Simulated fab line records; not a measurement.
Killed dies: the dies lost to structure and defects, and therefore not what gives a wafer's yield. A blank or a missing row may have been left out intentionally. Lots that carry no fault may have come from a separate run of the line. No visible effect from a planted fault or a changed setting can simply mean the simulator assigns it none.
fab line records	flow nand-harc	part 2 of 2: steps 5 to 6 of 6
record: lots: 20	wafers: 60	last-day: 33
route steps=1302 shown P_STI@89 P_GATE@150
lots that met no fault: taken from a fault-free run of the same line
start-h: hours from the record's first day to the start of the lot's first wafer shown	wait-h: hours from the lot's prior step to this one	" unchanged from the row above	L1.1+2: a row that stands for several wafers	- either no value or no given start	* or withheld: withheld	< > ~ a bound
route shown NAME@n: NAME is a module with steps in the file, n the number in the route of the first one	usual: mean and standard deviation over wafers with no fault	same: alike in all rows	chamber/n: place in a boat	sites: readings site by site	_std_site: their standard deviation	_edge_site: mean of outer sites minus mean of inner sites	radius-mm: for every site, how far away it sits from the centre of the wafer	mask NAME#n: copy n	behind: the tool/chamber that last shaped the wafer	hold: why the lot went on hold/how many hours it stayed there/how the hold came to an end	device: names the non-switching transistor (n, p or np)	end of line: the same wafers' tests at the end of the route	a step given without rows: its recipe and nothing more	killed: count of dies lost to structure and defects at first sort (not the wafer's yield)	map: shows each die of a wafer: x if killed, . if not, _ if none is there
set.NAME: setting as actually run; set.NAME@STEP: the setting as run at that earlier step	model.NAME: the simulator's own value behind a step, which no gauge read
steps of the route over a sample of lots; a table a step, a row a wafer
services: from which hour (start-h, from the record's first day; less than 0 if before it) a tool's chamber was out of use, for how many hours, and why
== steps ==
step: NHARC_P_GATE_STRIP_112
recipe: power-w: 1500	temp-c: 110	time-s: 200	chemistry: N2/H2
usual: drypump-motor-current-A: 6.1/0.52	heater-power-w: 88/6.4
lot.wafer	tool	chamber	start-h	wait-h	drypump-motor-current-A	heater-power-w	rf-hours-counter-h
L074.2	plasma-asher-01	1	121.11	0.2	6.3	76	25
L074.5	"	0	"	"	6.4	87	-
L074.6	"	1	"	"	6.3	74	-
L075.2	plasma-asher-02	0	126.43	0.2	6.6	85	9
L075.1	"	1	"	"	5.4	95	9
L075.5	"	1	"	"	5.4	95	-
L077.4	plasma-asher-02	0	141.34	0.2	6.6	85	-
L077.6	"	1	"	"	5.4	97	-
L077.5	"	0	"	"	6.6	86	-
L078.1	plasma-asher-02	1	155.63	0.2	5.4	95	15
L078.2	"	0	"	"	6.6	87	15
L078.5	"	0	"	"	6.6	84	-
L080.1	plasma-asher-02	1	173.01	0.2	5.4	95	18
L080.4	"	1	"	"	5.4	94	-
L080.6	"	1	"	"	5.4	96	-
L081.1	plasma-asher-01	1	190.01	0.2	6.3	79	3
L081.3	"	1	"	"	6.3	78	-
L081.5	"	1	"	"	6.3	78	-
L082.2	plasma-asher-02	1	190.62	0.2	5.4	94	21
L082.1	"	0	"	"	6.6	85	21
L082.4	"	0	"	"	6.6	86	-
L084.3	plasma-asher-02	1	207.27	0.2	5.4	96	-
L084.5	"	1	"	"	5.4	96	-
L084.6	"	0	"	"	6.7	85	-
L085.2	plasma-asher-02	1	229.00	0.2	5.4	95	30
L085.3	"	1	"	"	5.4	95	-
L085.5	"	1	"	"	5.4	96	-
L087.2	plasma-asher-02	0	237.57	0.2	6.6	86	32
L087.3	"	1	"	"	5.4	96	-
L087.5	"	0	"	"	6.6	85	-
L088.2	plasma-asher-01	0	254.56	0.4	6.4	89	19
L088.3	"	0	"	"	6.4	87	-
L088.6	"	1	"	"	6.3	80	-
L089.2	plasma-asher-01	1	254.89	0.2	6.2	80	19
L089.3	"	1	"	"	6.2	79	-
L089.4	"	0	"	"	6.4	91	-
L090.4	plasma-asher-02	1	274.36	0.2	5.4	95	-
L090.3	"	0	"	"	6.6	85	-
L090.5	"	1	"	"	5.4	97	-
L091.2	plasma-asher-02	1	285.35	0.2	5.4	93	4
L091.6	"	1	"	"	5.4	97	-
L091.5	"	0	"	"	6.7	87	-
L092.1	plasma-asher-02	1	289.84	0.2	5.4	96	5
L092.4	"	0	"	"	6.6	88	-
L092.5	"	1	"	"	5.4	98	-
L093.1	plasma-asher-02	0	311.44	0.2	6.6	86	9
L093.6	"	0	"	"	6.6	86	-
L093.5	"	1	"	"	5.3	99	-
L094.2	plasma-asher-02	0	317.87	0.2	6.6	85	10
L094.3	"	0	"	"	6.6	85	-
L094.5	"	0	"	"	6.6	86	-
L095.3	plasma-asher-01	1	318.26	0.2	6.2	77	-
L095.4	"	0	"	"	6.4	90	-
L095.5	"	0	"	"	6.4	90	-
L096.1	plasma-asher-02	1	331.84	0.2	5.4	97	13
L096.3	"	1	"	"	5.4	96	-
L096.5	"	0	"	"	6.7	87	-
L097.2	plasma-asher-01	1	340.22	0.2	6.2	81	38
L097.4	"	0	"	"	6.4	90	-
L097.6	"	0	"	"	6.4	89	-
step: NHARC_P_GATE_DESCUM_93
recipe: time-s: 3	o2-flow-sccm: 200	ar-flow-sccm: 0	bias-power-w: 0	chemistry: O2
usual: chamber-pressure-mTorr: 60.00/0.055	drypump-motor-current-A: 5.8/0.36	mfc-ar-sccm: 0.002/0.0039	oes-product-au: 0.997/0.01	rf-vpp-V: 57.9/0.9	showerhead-plenum-p-Torr: 1.92/0.079	throttle-valve-pct: 11.311/0.0097
lot.wafer	tool	chamber	start-h	wait-h	chamber-pressure-mTorr	drypump-motor-current-A	mfc-ar-sccm	oes-product-au	rf-hours-counter-h	rf-vpp-V	showerhead-plenum-p-Torr	throttle-valve-pct
L074.2	rie-diel-13	1	122.29	-	59.92	5.8	0	0.984	8.6	55.9	1.90	11.313
L074.5	"	0	"	"	60.00	5.2	0	0.994	-	59.4	1.96	11.323
L074.6	"	1	"	"	59.97	5.8	0	0.997	-	57.8	1.90	11.304
L075.2	rie-diel-13	2	127.68	-	60.02	5.4	0.013	0.989	9.8	59.0	2.06	11.309
L075.1	"	3	"	"	60.09	6.5	0.000	1.006	9.4	57.5	1.82	11.298
L075.5	"	1	"	"	59.97	5.8	0	0.998	-	57.9	1.90	11.319
L077.4	rie-diel-06	3	142.44	-	60.01	5.4	0.009	0.993	0.1	58.5	1.96	11.300
L077.5	"	2	"	"	60.04	5.9	0.003	1.010	-	58.0	1.88	11.322
L077.6	"	3	"	"	59.95	5.4	0.009	0.988	-	58.2	1.96	11.316
L078.2	rie-diel-13	0	156.97	-	59.99	5.3	0	0.994	9.5	57.2	1.96	11.322
L078.1	"	1	"	"	60.05	5.8	0	0.988	10.5	59.3	1.90	11.310
L078.5	"	1	"	"	60.05	5.8	0	0.990	-	58.2	1.90	11.313
L080.1	rie-diel-06	2	174.35	-	60.03	5.9	0.003	1.017	2.7	57.7	1.88	11.308
L080.4	"	1	"	"	60.04	5.9	0.000	1.010	2.3	56.7	1.81	11.292
L080.6	"	2	"	"	59.96	5.9	0.003	1.014	-	58.2	1.88	11.311
L081.1	rie-diel-13	1	191.36	-	59.94	5.8	0	0.988	1.0	56.8	1.90	11.353
L081.3	"	2	"	"	59.93	5.4	0.013	0.993	0.9	57.7	2.06	11.303
L081.5	"	2	"	"	60.04	5.4	0.013	0.986	-	59.5	2.06	11.317
L082.4	rie-diel-06	0	192.01	-	59.99	6.6	0.005	0.995	2.7	58.0	1.81	11.300
L082.1	"	1	"	"	60.04	5.9	0.000	1.003	3.1	57.5	1.81	11.302
L082.2	"	3	"	"	60.05	5.4	0.009	0.992	3.5	58.6	1.96	11.286
L084.3	rie-diel-02	3	208.41	-	59.95	5.8	0	1.006	7.7	58.8	1.95	11.329
L084.6	"	3	"	"	60.00	5.8	0	1.001	-	57.9	1.95	11.303
L084.5	"	0	"	"	60.05	5.8	0	0.998	-	57.4	2.03	11.305
L085.3	rie-diel-02	0	230.31	-	60.05	5.8	0	1.003	1.8	57.8	2.03	11.303
L085.2	"	1	"	"	60.05	5.6	0	0.990	2.2	57.9	1.98	11.305
L085.5	"	0	"	"	60.06	5.8	0	0.998	-	59.0	2.03	11.302
L087.3	rie-diel-06	1	238.79	-	59.92	5.9	0.000	1.002	6.0	57.2	1.81	11.320
L087.2	"	0	"	"	59.96	6.6	0.005	1.015	6.9	56.5	1.80	11.317
L087.5	"	1	"	"	60.01	5.9	0.000	1.008	-	56.9	1.81	11.314
L088.2	rie-diel-13	3	255.92	-	60.01	6.5	0.000	1.018	3.8	57.7	1.82	11.320
L088.3	"	1	"	"	59.93	5.8	0	0.991	3.3	57.7	1.90	11.308
L088.6	"	3	"	"	59.89	6.4	0.000	1.018	-	56.9	1.82	11.299
L089.4	rie-diel-06	2	256.23	-	59.98	5.9	0.003	1.001	8.8	57.4	1.88	11.297
L089.2	"	3	"	"	59.99	5.4	0.009	0.993	9.2	59.0	1.96	11.302
L089.3	"	1	"	"	59.99	6.0	0.000	0.994	6.8	56.6	1.81	11.319
L090.4	rie-diel-13	0	275.62	-	59.95	5.2	0	0.994	4.6	58.4	1.96	11.300
L090.3	"	2	"	"	59.98	5.4	0.013	0.998	3.1	58.4	2.06	11.317
L090.5	"	1	"	"	60.05	5.8	0	1.001	-	58.5	1.90	11.301
L091.2	rie-diel-02	2	286.57	-	59.93	5.9	0	0.987	4.1	56.8	1.84	11.305
L091.5	"	2	"	"	60.03	5.9	0	0.995	-	56.8	1.84	11.297
L091.6	"	3	"	"	59.95	5.8	0	0.993	-	58.7	1.95	11.319
L092.1	rie-diel-02	0	291.20	-	60.00	5.8	0	1.011	4.8	57.4	2.03	11.298
L092.4	"	2	"	"	59.98	5.9	0	0.992	4.1	57.6	1.84	11.320
L092.5	"	0	"	"	59.92	5.8	0	1.008	-	58.9	2.03	11.310
L093.1	rie-diel-02	1	312.69	-	60.06	5.6	0	0.986	4.9	57.9	1.98	11.307
L093.5	"	3	"	"	60.05	5.8	0	0.989	-	59.9	1.95	11.326
L093.6	"	0	"	"	59.96	5.8	0	1.000	-	56.6	2.03	11.318
L094.2	rie-diel-02	2	319.21	-	59.98	5.9	0	0.988	7.2	57.0	1.84	11.301
L094.3	"	0	"	"	60.03	5.8	0	1.004	7.9	57.5	2.03	11.311
L094.5	"	2	"	"	59.93	5.8	0	0.978	-	57.9	1.84	11.318
L095.3	rie-diel-13	0	319.54	-	60.01	5.3	0	1.001	5.8	57.6	1.96	11.313
L095.4	"	1	"	"	60.01	5.8	0	0.976	5.8	58.6	1.90	11.315
L095.5	"	3	"	"	59.90	6.5	0.000	1.009	-	57.4	1.82	11.310
L096.1	rie-diel-02	0	333.06	-	59.94	5.8	0	1.010	8.9	58.6	2.03	11.315
L096.3	"	3	"	"	60.02	5.8	0	0.987	8.0	59.0	1.95	11.312
L096.5	"	1	"	"	59.99	5.6	0	0.982	-	58.0	1.98	11.316
L097.2	rie-diel-13	3	341.39	-	59.98	6.4	0.000	1.010	6.9	58.4	1.82	11.325
L097.4	"	1	"	"	59.96	5.8	0	0.989	7.3	58.8	1.90	11.304
L097.6	"	0	"	"	60.00	5.3	0	0.990	-	59.0	1.96	11.303
== services ==
tool	chamber	start-h	hours	kind
rie-diel-02	3	35.04	4.5	repair
rie-diel-02	-	39.70	9.0	pm
plasma-asher-02	-	72.00	9.0	pm
rie-diel-06	1	105.97	3.8	repair
rie-diel-02	-	115.84	0.9	repair
rie-diel-13	0	119.54	2.7	repair
rie-diel-02	-	120.18	4.4	repair
rie-diel-06	-	130.20	9.0	pm
rie-diel-02	1	138.80	16.8	repair
rie-diel-13	-	165.00	9.0	pm
rie-diel-02	2	200.61	24.7	repair
rie-diel-13	2	201.24	54.4	repair
rie-diel-02	-	216.70	9.0	pm
rie-diel-13	-	222.33	19.4	repair
rie-diel-06	1	228.87	3.5	repair
plasma-asher-02	-	238.48	5.5	repair
plasma-asher-02	-	249.00	9.0	pm
rie-diel-02	1	296.97	14.7	repair
rie-diel-13	-	296.98	0.4	repair
rie-diel-02	3	303.30	1.6	repair
rie-diel-06	-	307.20	9.0	pm
rie-diel-06	1	329.53	7.0	repair
plasma-asher-02	-	336.10	3.1	repair
rie-diel-06	0	337.37	7.7	repair
